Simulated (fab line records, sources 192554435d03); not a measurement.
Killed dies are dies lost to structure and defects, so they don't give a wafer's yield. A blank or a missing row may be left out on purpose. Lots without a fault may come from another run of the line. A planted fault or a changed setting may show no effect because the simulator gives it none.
Chamber matching | flow n5_finfet | N5_BEOL_M4_ETCHBACK_99 on rie_diel-03: 4 sister chambers
The step etches SiO2 in CHF3, target depth 5 nm, time 10.4 s. 8 wafers are shown with their chamber, then 8 later ones without.

WAFERS WITH THEIR CHAMBER
wafer  | chamber | showerhead_plenum_p_Torr (Torr) | throttle_valve_pct (%)
L075.5 | 2       | 2.20                            | 17.05
L081.3 | 1       | 2.12                            | 17.13
L081.5 | 1       | 2.12                            | 17.14
L085.4 | 0       | 2.19                            | 17.09
L085.5 | 0       | 2.19                            | 17.10
L088.3 | 2       | 2.19                            | 17.10
L088.5 | 3       | 2.09                            | 16.62
L091.1 | 3       | 2.09                            | 16.64

WAFERS WITHOUT THEIR CHAMBER
wafer  | showerhead_plenum_p_Torr (Torr) | throttle_valve_pct (%)
L091.3 | 2.18                            | 17.14
L091.4 | 2.19                            | 17.09
L096.2 | 2.11                            | 17.18
L096.3 | 2.09                            | 16.65
L096.4 | 2.18                            | 17.14
L094.1 | 2.18                            | 17.13
L094.4 | 2.18                            | 17.15
L094.6 | 2.09                            | 16.66

WHICH CHAMBER EACH WENT THROUGH
wafer  | from the rows above     | in truth
L091.3 | can't be placed: 0 or 2 | 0
L091.4 | can't be placed: 0 or 2 | 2
L096.2 | 1                       | 1
L096.3 | 3                       | 3
L096.4 | can't be placed: 0 or 2 | 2
L094.1 | can't be placed: 0 or 2 | 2
L094.4 | can't be placed: 0 or 2 | 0
L094.6 | 3                       | 3
Placed correctly: 3 of 8. Can't be placed from these rows: 5 (the true chamber is among the candidates in 5). Placed wrongly: 0.
How it was worked out, from the rows above alone: a wafer's distance from a chamber is the root of the sum, over the readings, of the square of ((its reading less the chamber's mean) divided by the reading's scatter). The wafer belongs to the nearest chamber; if the next one is less than 2 further off, it can't be placed. A chamber's mean is the mean of its shown wafers. The scatter: the root of (the sum of the squares of (reading less its chamber's mean) over the shown wafers, divided by (wafers less chambers)).
